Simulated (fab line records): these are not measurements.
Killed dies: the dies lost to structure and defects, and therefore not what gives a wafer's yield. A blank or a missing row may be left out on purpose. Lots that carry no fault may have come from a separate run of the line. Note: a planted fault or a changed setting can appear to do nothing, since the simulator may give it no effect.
fab line records	flow n5_finfet	part 1 of 2: steps 1 to 4 of 6
record lots=24	wafers=72	last_day=20
route steps=1938 shown SD_EPI_N@278 ILD0@343 SDB@357 HKMG_FIN@398
lots with no fault: from the same line, run without faults
start_h: the number of hours between the record's first day and the start of the first shown wafer of the lot	wait_h: how many hours have passed since the lot's step before this one	" unchanged from the row above	L1.1+2: one row covering several wafers at once	- either no value or no given start	* or withheld: withheld	< > ~ a bound
route shown NAME@n: names a module that has steps shown in the file, with the first one's number in the route	usual: mean and standard deviation over wafers with no fault	same: alike in all rows	chamber/n: place in a boat	sites: each site's reading	_std_site: the standard deviation of these	_edge_site: the outer-site mean with the inner-site mean subtracted	radius_mm: for every site, how far away it sits from the centre of the wafer	mask NAME#n: copy n	behind: the last tool/chamber to shape the wafer	hold: why the lot went on hold/how many hours it stayed there/how the hold came to an end	device: which transistor (n, p or np) failed to switch	end of line: the route-end tests of the same wafers	a step with no rows: only its recipe	killed: count of dies lost to structure and defects at first sort (not the wafer's yield)	map: shows each die of a wafer: x if killed, . if not, _ if none is there
set.NAME: the setting the step ran with; set.NAME@STEP: the setting that earlier step ran with	model.NAME: the simulator's own value behind a step, which no gauge read
steps of the route over a sample of lots; a table a step, a row a wafer
services: when a tool's chamber went out of use (start_h, in hours from the record's first day, below 0 if earlier), for how many hours, and the reason
## steps
# step N5_SD_EPI_N_ETCH_45
# recipe chemistry=CH3F/O2	target=SiOCN	target_depth_a=60	mask_material=SOC	ion_energy_ev=60	bias_w=29	pressure_mtorr=15	source_w=410	Ar_flow_sccm=150	CH3F_flow_sccm=30	O2_flow_sccm=20
# usual chamber_pressure_mTorr=15.000/0.014	drypump_motor_current_A=5.6/0.55	oes_product_au=0.82/0.099	rf_vpp_V=127.5/1.2	showerhead_plenum_p_Torr=2.01/0.084	throttle_valve_pct=23.30/0.19
lot.wafer	tool	chamber	start_h	wait_h	chamber_pressure_mTorr	drypump_motor_current_A	oes_product_au	rf_hours_counter_h	rf_vpp_V	showerhead_plenum_p_Torr	throttle_valve_pct
L074.1	rie_diel-03	0	50.92	0.1	15.009	5.5	0.71	211	126.9	1.97	23.18
L074.4	"	2	"	"	15.005	5.3	0.75	162	128.3	1.91	23.39
L074.6	"	3	"	"	14.997	4.8	0.75	-	127.8	2.07	23.58
L075.1	rie_diel-04	2	55.08	0.1	15.026	6.1	0.85	52	127.9	2.03	23.04
L075.4	"	2	"	"	14.991	6.1	0.85	-	127.8	2.03	23.04
L075.5	"	3	"	"	14.988	6.0	0.70	-	125.5	1.89	23.51
L076.2	rie_diel-03	2	63.01	0.1	15.000	5.3	0.74	166	126.0	1.91	23.42
L076.3	"	1	"	"	15.009	6.5	0.94	15	129.5	2.13	23.22
L076.5	"	3	"	"	15.019	4.9	0.75	-	127.5	2.07	23.59
L077.1	rie_diel-04	2	67.67	0.1	15.011	6.1	0.85	56	127.0	2.02	23.03
L077.4	"	3	"	"	14.990	6.0	0.71	221	126.3	1.89	23.52
L077.5	"	2	"	"	14.996	6.1	0.84	-	127.8	2.02	23.06
L078.1	rie_diel-04	0	72.22	0.1	15.000	5.3	0.99	3	127.5	1.96	23.22
L078.4	"	1	"	"	14.979	5.1	0.69	245	127.1	1.87	23.23
L078.6	"	2	"	"	14.987	6.1	0.85	-	127.3	2.02	23.04
L079.4	rie_diel-01	1	81.82	0.1	15.013	5.1	0.97	-	127.4	2.13	23.25
L079.5	"	2	"	"	15.000	5.3	0.69	-	126.8	1.88	23.44
L079.6	"	0	"	"	14.993	5.7	0.85	-	126.9	2.02	23.17
L080.2	rie_diel-03	0	90.93	0.1	15.029	5.5	0.70	223	125.5	1.96	23.18
L080.3	"	3	"	"	14.996	4.8	0.74	177	128.2	2.07	23.62
L080.6	"	3	"	"	14.984	4.8	0.74	-	128.6	2.07	23.62
L081.1	rie_diel-01	1	91.46	0.1	15.018	5.1	0.94	10	128.2	2.13	23.25
L081.4	"	1	"	"	15.007	5.1	0.94	-	128.6	2.13	23.25
L081.5	"	0	"	"	14.979	5.7	0.84	-	127.4	2.02	23.19
L082.1	rie_diel-04	2	99.34	0.1	14.994	6.1	0.83	66	128.3	2.02	23.07
L082.5	"	0	"	"	14.988	5.3	0.94	-	127.3	1.96	23.24
L082.6	"	3	"	"	14.964	6.0	0.69	-	126.5	1.89	23.53
L083.1	rie_diel-01	0	105.42	0.1	14.975	5.7	0.84	70	129.1	2.02	23.18
L083.4	"	3	"	"	14.989	6.2	0.97	6	127.4	1.96	23.36
L083.6	"	3	"	"	15.013	6.2	0.97	-	128.7	1.96	23.37
L084.2	rie_diel-04	0	111.76	0.1	14.999	5.3	0.93	16	126.7	1.96	23.24
L084.3	"	2	"	"	15.019	6.1	0.82	70	127.4	2.02	23.07
L084.5	"	3	"	"	14.999	6.0	0.69	-	126.3	1.89	23.55
L086.1	rie_diel-03	3	122.27	0.1	14.984	4.8	0.75	188	128.3	2.07	23.61
L086.4	"	1	"	"	15.010	6.5	0.91	36	128.6	2.12	23.25
L086.5	"	0	"	"	15.000	5.5	0.69	-	126.4	1.96	23.20
L085.3	rie_diel-03	3	125.02	0.1	14.984	4.8	0.73	188	129.0	2.07	23.62
L085.4	"	1	"	"	15.033	6.5	0.90	-	128.6	2.12	23.25
L085.5	"	3	"	"	14.987	4.8	0.74	-	127.9	2.07	23.62
L087.4	rie_diel-03	0	132.34	0.1	15.036	5.5	0.69	-	127.3	1.96	23.21
L087.5	"	3	"	"	15.010	4.8	0.73	-	129.5	2.07	23.64
L087.6	"	1	"	"	14.995	6.5	0.90	-	130.3	2.12	23.25
L088.1	rie_diel-04	1	140.44	0.1	15.001	5.0	0.93	8	128.9	2.12	22.94
L088.4	"	2	"	"	14.987	6.1	0.82	-	126.5	2.02	23.07
L088.6	"	1	"	"	15.005	5.0	0.93	-	129.9	2.12	22.92
L089.3	rie_diel-01	2	141.72	0.1	14.991	5.3	0.95	10	127.0	2.13	23.22
L089.4	"	3	"	"	15.000	6.3	0.93	15	127.5	1.96	23.36
L089.6	"	2	"	"	15.003	5.3	0.95	-	127.8	2.13	23.21
L090.1	rie_diel-04	1	146.38	0.1	15.009	5.0	0.91	11	129.7	2.12	22.95
L090.5	"	0	"	"	15.005	5.3	0.91	-	127.1	1.95	23.25
L090.6	"	2	"	"	15.010	6.1	0.81	-	128.0	2.02	23.08
L091.2	rie_diel-03	3	154.77	0.1	15.007	4.8	0.72	201	128.9	2.06	23.63
L091.3	"	0	"	"	14.997	5.5	0.68	246	125.9	1.95	23.22
L091.4	"	1	"	"	14.984	6.4	0.88	-	128.7	2.11	23.27
L092.2	rie_diel-01	1	156.49	0.1	14.987	5.1	0.89	28	129.1	2.12	23.27
L092.4	"	3	"	"	15.003	6.3	0.92	21	127.2	1.96	23.39
L092.5	"	2	"	"	15.002	5.3	0.94	-	129.8	2.13	23.21
L093.2	rie_diel-03	2	167.33	0.1	15.014	5.3	0.73	194	127.1	1.90	23.43
L093.3	"	3	"	"	14.985	4.8	0.72	206	127.0	2.06	23.65
L093.4	"	3	"	"	15.019	4.8	0.72	-	127.8	2.06	23.65
L094.2	rie_diel-03	3	169.08	0.1	15.001	4.8	0.72	207	127.1	2.06	23.64
L094.4	"	1	"	"	14.982	6.5	0.88	-	128.9	2.11	23.27
L094.5	"	3	"	"	15.008	4.8	0.72	-	129.4	2.06	23.64
L095.1	rie_diel-03	1	176.12	0.1	14.981	6.4	0.87	57	126.4	2.11	23.27
L095.3	"	2	"	"	15.014	5.3	0.73	-	127.3	1.90	23.47
L095.6	"	1	"	"	15.006	6.5	0.86	-	129.4	2.11	23.26
L096.2	rie_diel-04	1	184.53	0.1	15.006	5.0	0.88	24	128.9	2.11	22.96
L096.4	"	2	"	"	14.991	6.1	0.80	-	126.2	2.01	23.08
L096.6	"	0	"	"	15.009	5.3	0.89	-	126.2	1.95	23.26
L097.1	rie_diel-03	2	191.04	0.1	14.980	5.3	0.71	208	126.2	1.90	23.47
L097.2	"	1	"	"	14.984	6.5	0.85	65	128.1	2.11	23.28
L097.5	"	0	"	"	15.007	5.5	1.00	-	126.4	1.95	22.98
# step N5_ILD0_ALD_15
# recipe material=SiNx	target_thk_a=240	temp_c=400	ald_precursor_family=SiH2I2	ald_co_reactant=N2/H2-plasma	pulse_time_s=1	ald_cycles=480	purge_time_s=2	co_reactant_purge_time_s=2	pressure_torr=2
# usual heater_power_w=863/100	precursor_pulse_height_rel=1.002/0.018
lot.wafer	tool	chamber	start_h	wait_h	heater_power_w	precursor_pulse_height_rel
L074.1	ald_sin-03	3	63.18	0.6	792	1.037
L074.4	"	2	"	"	948	1.020
L074.6	"	2	64.26	1.1	970	1.019
L075.1	ald_sin-01	1	69.41	0.6	771	0.984
L075.4	"	3	"	"	934	0.988
L075.5	"	1	70.50	1.2	757	0.984
L076.2	ald_sin-01	2	77.76	0.6	1045	0.994
L076.3	"	3	"	"	947	0.976
L076.5	"	3	78.85	1.3	921	0.993
L077.1	ald_sin-01	0	82.57	0.6	803	1.005
L077.4	"	2	"	"	1060	0.978
L077.5	"	3	83.66	1.2	902	1.034
L078.1	ald_sin-04	3	85.34	0.6	896	1.000
L078.4	"	2	"	"	865	1.018
L078.6	"	1	86.42	1.1	883	1.020
L079.4	ald_sin-01	0	95.76	1.7	826	0.992
L079.5	"	3	"	"	932	1.009
L079.6	"	1	"	"	752	0.993
L080.2	ald_sin-04	3	103.54	0.5	903	1.001
L080.3	"	2	"	"	882	1.022
L080.6	"	3	104.62	1.1	905	0.995
L081.1	ald_sin-01	1	104.22	0.9	751	1.018
L081.4	"	1	105.31	1.6	723	1.026
L081.5	"	0	"	"	831	1.018
L082.1	ald_sin-04	1	111.92	0.6	912	1.000
L082.5	"	0	113.01	1.2	715	0.997
L082.6	"	1	"	"	885	1.005
L083.1	ald_sin-01	3	118.46	0.6	941	0.988
L083.4	"	3	119.55	1.3	915	1.012
L083.6	"	1	"	"	754	0.997
L084.2	ald_sin-01	0	123.97	0.5	817	0.975
L084.3	"	1	"	"	745	0.979
L084.5	"	1	125.06	1.2	739	0.984
L086.1	ald_sin-01	1	136.39	0.6	745	0.987
L086.4	"	1	137.47	1.3	726	0.981
L086.5	"	3	"	"	928	0.997
L085.3	ald_sin-03	2	137.41	0.5	951	1.000
L085.4	"	3	138.49	1.5	785	1.003
L085.5	"	2	"	"	956	1.014
L087.4	ald_sin-01	2	145.02	0.2	1069	1.023
L087.5	"	0	146.10	1.2	836	1.045
L087.6	"	1	"	"	754	0.988
L089.3	ald_sin-01	1	155.32	0.6	772	1.004
L089.4	"	3	"	"	965	1.021
L089.6	"	2	156.41	1.2	1050	0.978
L088.1	ald_sin-04	3	155.65	0.9	909	0.989
L088.4	"	2	"	"	879	1.016
L088.6	"	0	156.74	1.4	716	1.001
L090.1	ald_sin-01	0	160.35	0.7	824	1.030
L090.5	"	3	161.43	1.3	939	1.003
L090.6	"	2	"	"	1066	1.037
L091.2	ald_sin-01	2	167.36	0.5	1022	0.977
L091.3	"	1	"	"	761	1.020
L091.4	"	0	"	"	822	0.995
L092.2	ald_sin-03	0	170.67	0.5	821	1.026
L092.4	"	1	"	"	782	1.003
L092.5	"	3	171.75	1.2	787	0.993
L093.2	ald_sin-03	3	179.67	0.5	795	1.003
L093.3	"	0	"	"	796	1.015
L093.4	"	2	"	"	939	1.019
L094.2	ald_sin-01	2	183.10	0.5	1093	0.993
L094.4	"	3	"	"	922	0.991
L094.5	"	0	184.19	1.2	834	0.987
L095.1	ald_sin-01	1	190.90	0.9	751	1.035
L095.3	"	2	"	"	1103	1.011
L095.6	"	0	191.98	1.5	826	1.018
L096.2	ald_sin-03	1	196.72	0.5	779	0.980
L096.4	"	2	"	"	988	1.009
L096.6	"	0	197.80	1.1	820	1.015
L097.1	ald_sin-03	1	220.17	0.6	793	0.985
L097.2	"	0	"	"	818	0.971
L097.5	"	1	221.26	1.3	771	1.008
# step N5_SDB_OVL_MEAS_12
# recipe points_per_wafer=44
# usual SDB_OVL=-0.1/0.69
lot.wafer	tool	chamber	start_h	wait_h	SDB_OVL[nm]
L074.1	overlay-02	0	66.22	0.0	-0.4
L074.4	"	0	"	"	0.1
L074.6	"	0	"	"	-0.4
L075.1	overlay-02	0	72.32	0.0	-0.6
L075.4	"	0	"	"	2.0
L075.5	"	0	"	"	0.8
L076.2	overlay-01	0	80.80	0.0	0.1
L076.3	"	0	"	"	-0.5
L076.5	"	0	"	"	-0.1
L077.1	overlay-02	0	85.61	0.0	0.4
L077.4	"	0	"	"	-0.4
L077.5	"	0	"	"	1.0
L078.1	overlay-02	0	88.25	0.0	-0.8
L078.4	"	0	"	"	1.0
L078.6	"	0	"	"	0.8
L079.4	overlay-02	0	97.72	0.0	0.7
L079.5	"	0	"	"	-0.6
L079.6	"	0	"	"	0.9
L080.2	overlay-01	0	106.45	0.0	0.1
L080.3	"	0	"	"	-1.0
L080.6	"	0	"	"	-0.7
L081.1	overlay-01	0	107.14	0.0	0.8
L081.4	"	0	"	"	-0.6
L081.5	"	0	"	"	-0.7
L082.1	overlay-01	0	114.96	0.0	-0.6
L082.5	"	0	"	"	-1.1
L082.6	"	0	"	"	-1.0
L083.1	overlay-01	0	121.39	0.0	0.4
L083.4	"	0	"	"	0.3
L083.6	"	0	"	"	0.8
L084.2	overlay-01	0	127.01	0.0	0.8
L084.3	"	0	"	"	0.1
L084.5	"	0	"	"	0.9
L086.1	overlay-02	0	139.42	0.0	1.1
L086.4	"	0	"	"	0.0
L086.5	"	0	"	"	1.1
L085.3	overlay-02	0	141.53	0.0	0.1
L085.4	"	0	"	"	-1.6
L085.5	"	0	"	"	-0.7
L087.4	overlay-01	0	148.06	0.0	-0.8
L087.5	"	0	"	"	-0.3
L087.6	"	0	"	"	0.0
L089.3	overlay-01	0	158.39	0.0	-1.5
L089.4	"	0	"	"	0.3
L089.6	"	0	"	"	0.2
L088.1	overlay-02	0	158.69	0.0	-0.8
L088.4	"	0	"	"	0.0
L088.6	"	0	"	"	-0.7
L090.1	overlay-01	0	163.38	0.0	0.6
L090.5	"	0	"	"	0.3
L090.6	"	0	"	"	0.9
L091.2	overlay-02	0	170.28	0.0	0.7
L091.3	"	0	"	"	-0.9
L091.4	"	0	"	"	0.8
L092.2	overlay-02	0	173.70	0.0	0.5
L092.4	"	0	"	"	-0.2
L092.5	"	0	"	"	-0.9
L093.2	overlay-02	0	182.71	0.0	-0.9
L093.3	"	0	"	"	0.4
L093.4	"	0	"	"	0.7
L094.2	overlay-01	0	186.14	0.0	-0.5
L094.4	"	0	"	"	0.1
L094.5	"	0	"	"	0.2
L095.1	overlay-02	0	193.81	0.0	0.1
L095.3	"	0	"	"	-0.5
L095.6	"	0	"	"	-0.2
L096.2	overlay-01	0	199.63	0.0	0.3
L096.4	"	0	"	"	0.2
L096.6	"	0	"	"	-0.7
L097.1	overlay-02	0	223.14	0.0	0.4
L097.2	"	0	"	"	0.2
L097.5	"	0	"	"	-0.4
# step N5_SDB_CUT_ETCH_26
# recipe chemistry=HBr/Cl2/O2	target=Si	target_depth_a=1296	bt_time_s=20	mask_material=SiNx	time_s=51.8	ion_energy_ev=*	bias_w=*	pressure_mtorr=10	icp_w=800	HBr_flow_sccm=150	Cl2_flow_sccm=80	O2_flow_sccm=12
# usual chamber_pressure_mTorr=9.999/0.0092	drypump_motor_current_A=5.5/0.38	mfc_cl2_sccm=80.03/0.23	oes_product_au=1.001/0.014	throttle_valve_pct=37.16/0.25
lot.wafer	tool	chamber	start_h	wait_h	chamber_pressure_mTorr	drypump_motor_current_A	mfc_cl2_sccm	oes_product_au	rf_hours_counter_h	throttle_valve_pct
L074.1	rie_si-03	0	66.89	0.1	9.997	5.2	80.29	1.005	99	37.07
L074.4	"	1	"	"	9.993	5.6	80.38	0.983	40	37.33
L074.6	"	1	"	"	10.011	5.6	80.11	0.985	-	37.32
L075.1	rie_si-05	3	73.70	0.1	10.001	5.3	80.15	1.005	169	37.48
L075.4	"	1	"	"	9.995	5.4	80.37	1.004	69	37.38
L075.5	"	3	"	"	9.990	5.3	80.25	1.007	-	37.49
L076.2	rie_si-03	1	81.99	0.1	10.005	5.6	80.05	0.986	41	37.33
L076.3	"	0	"	"	10.002	5.2	79.95	0.997	100	37.05
L076.5	"	0	"	"	10.000	5.2	80.04	1.002	-	37.04
L077.1	rie_si-03	3	86.43	0.1	9.990	4.7	80.26	0.980	0	36.65
L077.4	"	1	"	"	10.003	5.6	79.90	0.980	41	37.32
L077.5	"	2	"	"	9.991	6.2	79.95	1.009	-	36.91
L078.1	rie_si-05	3	88.92	0.1	9.990	5.3	80.00	1.002	169	37.48
L078.4	"	2	"	"	10.005	5.6	79.94	1.004	98	37.31
L078.6	"	3	"	"	9.989	5.3	79.99	1.001	-	37.49
L079.4	rie_si-03	3	98.39	0.0	10.002	4.7	80.16	0.984	1	36.64
L079.5	"	2	"	"	9.987	6.1	79.61	1.016	-	36.91
L079.6	"	1	"	"	9.990	5.6	79.89	0.983	-	37.31
L080.2	rie_si-03	2	107.40	0.1	10.010	6.1	80.23	1.013	129	36.92
L080.3	"	3	"	"	10.007	4.7	80.30	0.976	1	36.67
L080.6	"	0	"	"	10.000	5.2	80.38	0.993	-	37.05
L081.1	rie_si-03	1	107.97	0.1	9.995	5.6	79.72	0.987	41	37.32
L081.4	"	2	"	"	9.997	6.1	79.79	1.012	129	36.92
L081.5	"	0	"	"	10.015	5.2	80.10	0.998	-	37.07
L082.1	rie_si-04	2	115.63	0.1	9.991	5.3	80.40	1.008	81	37.04
L082.5	"	0	"	"	9.994	5.9	79.69	1.002	-	37.20
L082.6	"	3	"	"	9.988	5.6	80.05	0.977	-	37.14
L083.1	rie_si-03	1	122.27	0.1	9.991	5.6	80.00	0.992	41	37.32
L083.4	"	2	"	"	10.011	6.2	79.97	1.014	130	36.93
L083.6	"	2	"	"	9.988	6.1	79.86	1.014	-	36.92
L084.2	rie_si-04	3	127.73	0.1	9.992	5.7	80.13	0.968	105	37.17
L084.3	"	2	"	"	9.980	5.3	80.27	1.012	81	37.04
L084.5	"	1	"	"	9.993	5.9	80.21	1.024	-	37.01
L086.1	rie_si-05	0	140.22	0.1	10.021	5.3	80.22	1.016	1	37.44
L086.4	"	1	"	"	9.990	5.4	80.08	1.013	-	37.39
L086.5	"	0	"	"	10.000	5.4	80.00	1.009	-	37.43
L085.3	rie_si-03	2	142.20	0.1	10.007	6.1	80.07	1.016	130	36.91
L085.4	"	1	"	"	10.010	5.6	80.42	0.987	42	37.33
L085.5	"	2	"	"	10.015	6.1	80.04	1.016	-	36.92
L087.4	rie_si-05	3	148.73	0.1	9.999	5.3	80.09	1.002	169	37.50
L087.5	"	3	"	"	9.997	5.3	79.77	1.004	-	37.48
L087.6	"	2	"	"	9.998	5.6	79.90	0.998	-	37.33
L089.3	rie_si-03	3	159.12	0.1	10.014	4.7	80.20	0.988	2	36.66
L089.4	"	2	"	"	9.998	6.1	80.01	1.007	130	36.93
L089.6	"	3	"	"	9.986	4.7	79.94	0.988	-	36.64
L088.1	rie_si-05	2	159.80	0.1	10.005	5.6	80.01	0.999	99	37.32
L088.4	"	0	"	"	10.011	5.4	80.00	1.024	-	37.43
L088.6	"	2	"	"	10.001	5.6	79.89	1.006	-	37.33
L090.1	rie_si-05	3	164.06	0.1	9.996	5.3	80.07	0.995	170	37.49
L090.5	"	2	"	"	9.994	5.6	79.59	0.998	-	37.31
L090.6	"	3	"	"	10.011	5.3	79.66	1.013	-	37.48
L091.2	rie_si-05	0	170.95	0.1	10.009	5.4	79.79	1.013	2	37.44
L091.3	"	2	"	"	9.999	5.5	80.46	0.993	100	37.32
L091.4	"	3	"	"	10.000	5.3	80.35	1.004	170	37.49
L092.2	rie_si-03	3	174.47	0.1	10.015	4.7	80.38	0.988	2	36.64
L092.4	"	2	"	"	9.994	6.1	79.77	1.011	131	36.93
L092.5	"	0	"	"	10.004	5.2	79.93	0.998	-	37.08
L093.2	rie_si-04	0	183.71	0.1	10.000	5.9	80.07	1.006	31	37.18
L093.3	"	1	"	"	10.003	5.9	80.13	1.028	22	37.02
L093.4	"	2	"	"	9.984	5.2	80.06	1.006	82	37.03
L094.2	rie_si-05	1	186.96	0.1	9.990	5.4	80.28	1.011	71	37.40
L094.4	"	0	"	"	9.999	5.4	80.08	1.019	2	37.44
L094.5	"	0	"	"	9.984	5.4	79.78	1.018	-	37.43
L095.1	rie_si-04	1	194.98	0.1	9.989	5.9	79.79	1.025	23	37.01
L095.3	"	2	"	"	9.984	5.2	79.81	1.007	82	37.03
L095.6	"	1	"	"	9.995	5.9	79.95	1.031	-	37.01
L096.2	rie_si-03	3	200.64	0.1	10.001	4.7	80.10	0.989	2	36.64
L096.4	"	1	"	"	9.990	5.6	79.89	0.991	43	37.32
L096.6	"	1	"	"	10.018	5.6	79.96	0.992	-	37.32
L097.1	rie_si-04	2	223.81	0.1	10.000	5.3	79.85	1.012	83	37.05
L097.2	"	3	"	"	10.001	5.7	79.75	0.979	107	37.17
L097.5	"	3	"	"	9.991	5.7	80.26	0.972	-	37.17
